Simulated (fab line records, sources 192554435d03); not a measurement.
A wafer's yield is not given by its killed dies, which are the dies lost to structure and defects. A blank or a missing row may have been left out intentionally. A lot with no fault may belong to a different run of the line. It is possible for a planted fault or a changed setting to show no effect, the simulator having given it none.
Struck lot and sound lot, side by side / flow n5_finfet / 37 out of 1938 route steps
Sound: these wafers, L799.1, L799.2, L799.3. Wafers L816.2, L816.3, L816.6 were the ones struck. At the end, the cause is stated.
Per side, at each step with rows, come the tool, then ch with its chambers, and then its first start. Under that, the readings that differ: sound wafers / struck wafers / difference of the means / sigmas: that difference in standard deviations of wafers without a fault.
alike: words and numbers the same on both sides, and readings whose means are apart by under 2 such deviations; not compared: readings that were withheld, readings missing a value for some wafer, numbers with overlapping values and no deviation given by the record, and bounds like >300 which may hide the same value.
A row with sigmas, a row that says differs or no value, or rows on one side alone: a step with any of these is where the two part. When numbers do not overlap yet have no deviation, they are printed without sigmas and do not part them. A reading missing from all wafers of one side parts the sides only when that side holds two or more wafers.

first, 9 steps without rows for these wafers: N5_WELL_APT_COAT_19 (resist thk 950 nm); N5_WELL_APT_EBR_21; N5_WELL_APT_SOFTBAKE_20 (time 60 s); N5_WELL_APT_EXPOSE_22 (exposes mask PWELL, defocus 0 nm, target cd 200 nm); N5_WELL_APT_PEB_23 (peb time 90 s); N5_WELL_APT_DEVELOP_24 (develop time 45 s); N5_WELL_APT_HARDBAKE_29 (time 120 s); N5_WELL_APT_DESCUM_30 (chemistry O2, time 7.9 s); N5_WELL_APT_IMPLANT_31.
N5_WELL_APT_IMPLANT_32:
  sound on implanter-02 ch 0, day 2 03:38; struck on implanter-01 ch 0, day 6 09:49
reading=model.implant.rp_nm (nm); sound=37.61 37.61 37.61; struck=161.8 161.8 161.8; difference=+124.2; sigmas=
reading=model.implant.drp_nm (nm); sound=18.55 18.55 18.55; struck=58.41 58.41 58.41; difference=+39.86; sigmas=
  alike: faraday_current_uA, tilt_deg
then, 25 steps without rows for these wafers: N5_WELL_APT_STRIP_33 (strips in SPM, time 900 s); N5_WELL_APT_RTA_34 (time 10 s); N5_WELL_APT_OXIDE_STRIP_42 (strips SiO2 in dHF, time 45 s, target depth 12 nm); N5_WELL_APT_PRECLEAN_36 (cleans in O3/DIW, time 45 s); N5_WELL_APT_PRECLEAN_39 (cleans in dHF, time 60 s); N5_WELL_APT_SRD_37 (time 30 s); N5_WELL_APT_EPI_41 (deposits Si from SiH4/H2, target thk 50 nm, time 297.7 s); N5_PMOS_HMC_CHANNEL_EPI_HM_DEP_34 (deposits SiO2 from TEOS/O2, target thk 36 nm, time 6.9 s); N5_PMOS_HMC_CHANNEL_EPI_COAT_31 (time 60 s, resist thk 66 nm); N5_PMOS_HMC_CHANNEL_EPI_COAT_03 (resist thk 205 nm); N5_PMOS_HMC_CHANNEL_EPI_EBR_05; N5_PMOS_HMC_CHANNEL_EPI_SOFTBAKE_04 (time 60 s); N5_PMOS_HMC_CHANNEL_EPI_EXPOSE_06 (exposes mask PMOS HMC BLK, target cd 240 nm); N5_PMOS_HMC_CHANNEL_EPI_PEB_07 (peb time 60 s); N5_PMOS_HMC_CHANNEL_EPI_DEVELOP_08 (develop time 30 s); N5_PMOS_HMC_CHANNEL_EPI_DESCUM_14 (chemistry O2, time 7.9 s); N5_PMOS_HMC_CHANNEL_EPI_ETCH_32 (etches BARC in N2/H2, stops on SiO2, target depth 85.8 nm, time 50.3 s); N5_PMOS_HMC_CHANNEL_EPI_HM_OPEN_15 (chemistry CHF3/O2, target SiO2, target depth 40.6 nm, time 20.3 s); N5_PMOS_HMC_CHANNEL_EPI_STRIP_33 (strips in N2/H2); N5_PMOS_HMC_CHANNEL_EPI_STRIP_17 (strips in SPM, time 750 s); N5_PMOS_HMC_CHANNEL_EPI_ETCH_38 (etches SiO2 in CF4, target depth 1.5 nm); N5_PMOS_HMC_CHANNEL_EPI_FIN_RECESS_16 (chemistry HBr/Cl2, target Si, target depth 54 nm, time 18 s); N5_PMOS_HMC_CHANNEL_EPI_PRECLEAN_36 (cleans in O3/DIW, time 45 s); N5_PMOS_HMC_CHANNEL_EPI_PRECLEAN_18 (cleans in DHF, time 30 s); N5_PMOS_HMC_CHANNEL_EPI_SRD_19 (time 30 s).
-- a jump in the record: the struck wafers' starts before and after are 11 days apart (it breaks off in module PMOS_HMC_CHANNEL_EPI and resumes in module BEOL_M4, where the first step shown is number 1111 of the route) --
N5_BEOL_M4_RC_MEAS_101:
  sound on prober-01 ch 0, day 10 12:23; struck on prober-02 ch 0, day 17 07:29
reading=CJ_N; sound=4.25 4.24 4.18; struck=1.94 1.97 1.95; difference=-2.27; sigmas=-24
reading=DIBL_N (mV/V); sound=36.2 35.3 36.3; struck=66.6 77.0 64.3; difference=+33.4; sigmas=+30
reading=IOFF_N (nA/um); sound=0.158 0.145 0.167; struck=3.982 6.798 3.038; difference=+4.449; sigmas=+99 or more
reading=IOFF_N_85C (nA/um); sound=3.2 3.0 3.3; struck=46.3 72.2 36.6; difference=+48.5; sigmas=+99 or more
reading=IOFF_N_LIN (nA/um); sound=0.076 0.070 0.080; struck=0.265 0.344 0.216; difference=+0.200; sigmas=+26
reading=ION_N (uA/um); sound=679 671 676; struck=698 705 689; difference=+22; sigmas=+3
reading=RS_PWELL (ohm/sq); sound=2992 2966 2988; struck=1901 1882 1884; difference=-1093; sigmas=-42
reading=SS_N (mV/dec); sound=71.1 71.6 72.0; struck=106.7 114.9 104.2; difference=+37.0; sigmas=+66
  alike: DIBL_P, IOFF_P, ION_P, SS_P, VT_N, VT_N_LVT, VT_P
-- a jump in the record: the struck wafers' starts before and after are 5 days apart (it breaks off in module BEOL_M4 and resumes in module PASSIVATION, where the first step shown is number 1936 of the route) --
N5_PASSIVATION_PROBE_49:
  sound on prober-01, day 15 01:39; struck on prober-01, day 22 18:19
reading=sort_bin_4_leakage (%); sound=0 0 0; struck=92.88 93.05 92.03; difference=+92.65; sigmas=
reading=sort_n_pass; sound=1081 1063 1077; struck=0 0 0; difference=-1074; sigmas=-72
reading=sort_yield_pct (%); sound=91.6 90.1 91.3; struck=0 0 0; difference=-91; sigmas=-76
  alike: defect_limited_yield, killed_at_M0_to_M3, killed_at_M4_up, killed_at_contacts, killed_at_front_end, killed_at_other, killed_dies, killed_open, killed_short, sort_bin_5_function, sort_bin_6_memory

== WHERE THEY PART ==
Earliest at N5_BEOL_M4_RC_MEAS_101; latest, in this record, at N5_PASSIVATION_PROBE_49.

WHY: what the simulator had put in
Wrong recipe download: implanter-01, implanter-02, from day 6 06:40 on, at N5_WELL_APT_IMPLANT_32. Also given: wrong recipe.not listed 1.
